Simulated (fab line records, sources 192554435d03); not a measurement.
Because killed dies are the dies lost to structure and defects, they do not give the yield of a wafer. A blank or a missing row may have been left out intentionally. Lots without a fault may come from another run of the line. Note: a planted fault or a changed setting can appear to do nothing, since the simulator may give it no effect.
Chamber matching ; flow n5Finfet ; N5_MOL_CONTACT_COAG_STRIP_72 on rieDiel-03 has 4 sister chambers
The step strips in N2/H2. 8 wafers are shown with their chamber, then 11 later ones without.

== WAFERS, EACH WITH ITS CHAMBER ==
wafer;chamber;drypumpMotorCurrentA (A);showerheadPlenumPTorr (Torr)
L074.2;1;6.6;2.43
L079.6;0;5.1;2.59
L088.5;2;4.8;2.50
L088.6;3;6.5;2.69
L089.2;0;5.0;2.58
L089.3;3;6.5;2.69
L089.6;1;6.6;2.41
L090.1;2;4.8;2.50

== WAFERS MISSING THEIR CHAMBER ==
wafer;drypumpMotorCurrentA (A);showerheadPlenumPTorr (Torr)
L090.2;6.6;2.42
L090.3;6.5;2.68
L091.2;5.0;2.58
L091.4;6.5;2.68
L091.5;5.0;2.58
L093.1;6.6;2.41
L093.3;4.8;2.50
L093.5;6.6;2.41
L096.2;6.5;2.41
L096.4;5.1;2.58
L096.6;6.5;2.68

== THE CHAMBER EACH PASSED THROUGH ==
wafer;from the rows above;in truth
L090.2;1;1
L090.3;3;3
L091.2;0;0
L091.4;3;3
L091.5;0;0
L093.1;1;1
L093.3;2;2
L093.5;1;1
L096.2;1;1
L096.4;0;0
L096.6;3;3
Correctly placed: 11 of 11. Can't be placed from these rows: 0. 0 placed wrongly.
How it was worked out, from the rows above alone: a wafer's distance from a chamber is the root of the sum, over the readings, of the square of ((its reading less the chamber's mean) divided by the reading's scatter). The wafer belongs to the nearest chamber; if the next one is less than 2 further off, it can't be placed. The mean given for a chamber averages the wafers shown for that chamber. How the scatter is found: for the shown wafers, subtract from each reading the mean of its chamber, square and add these, divide the total by (wafers less chambers), then take the root.
